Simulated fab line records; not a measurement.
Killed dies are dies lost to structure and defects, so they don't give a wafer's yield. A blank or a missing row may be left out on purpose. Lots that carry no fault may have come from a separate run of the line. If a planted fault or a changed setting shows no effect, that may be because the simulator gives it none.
Which tool was responsible? | flow nand harc | at 1 step of a route of 1302, 14 lots with 42 wafers sampled

WHAT THE GAUGES READ, wafer by wafer
NHARC_P_GATE_CD_MEAS_11 targets a cd of 1640 nm. Usual: cd nm at 1639.3 nm, with a standard deviation of 2.2.
lot  | measured     | on        | cd nm (nm)           | flag
L573 | day 4 15:30  | cd sem-03 | 1640.7 1641.1 1639.7 |
L575 | day 5 05:48  | cd sem-03 | 1640.9 1640.3 1639.1 |
L576 | day 5 13:24  | cd sem-03 | 1642.7 1641.2 1641.5 |
L578 | day 7 04:09  | cd sem-01 | 1637.2 1638.5 1639.2 |
L579 | day 7 12:49  | cd sem-03 | 1639.0 1641.1 1640.2 |
L580 | day 7 20:29  | cd sem-03 | 1637.9 1642.9 1639.4 |
L581 | day 8 02:16  | cd sem-03 | 1642.3 1639.4 1638.0 |
L582 | day 8 12:40  | cd sem-01 | 1642.2 1641.3 1641.7 |
L588 | day 10 19:36 | cd sem-02 | 1638.2 1637.5 1635.8 |
L591 | day 11 23:14 | cd sem-03 | 1639.3 1641.1 1639.6 |
L592 | day 12 15:01 | cd sem-03 | 1639.8 1639.5 1638.8 |
L593 | day 12 18:54 | cd sem-01 | 1639.5 1635.5 1638.1 |
L594 | day 13 02:54 | cd sem-01 | 1642.7 1641.2 1640.2 |
L596 | day 13 22:34 | cd sem-02 | 1636.0 1637.0 1638.0 |

WHICH TOOL RAN EACH LOT (tool, then ch and the chambers of the sampled wafers, then the start)
Before these readings, the record contains no process step.

WHAT THE TOOLS THEMSELVES READ (means of the sampled wafers that have a number; where no wafer has one, the mark that the record gives instead)
The record holds no such reading with a usual standard deviation.

THE ANSWER, worked out from the rows above alone
Rule: a lot is off if the mean of its wafers that have a number lies more than 3 standard deviations from the usual mean. Also off: a lot with no number at a reading for which 4 or more lots have one. The other lots that the step has rows for count as sound. After the gauges, taken in route order, come the tools' own readings; for these a lot's mean is taken, as printed above. At the first step where some lot is off, the reading lying furthest off is the one used; lots without a number count as furthest.
Across all readings shown, no lot is off: no conclusion can be drawn from this.

WHAT THE SIMULATOR HAD PUT IN
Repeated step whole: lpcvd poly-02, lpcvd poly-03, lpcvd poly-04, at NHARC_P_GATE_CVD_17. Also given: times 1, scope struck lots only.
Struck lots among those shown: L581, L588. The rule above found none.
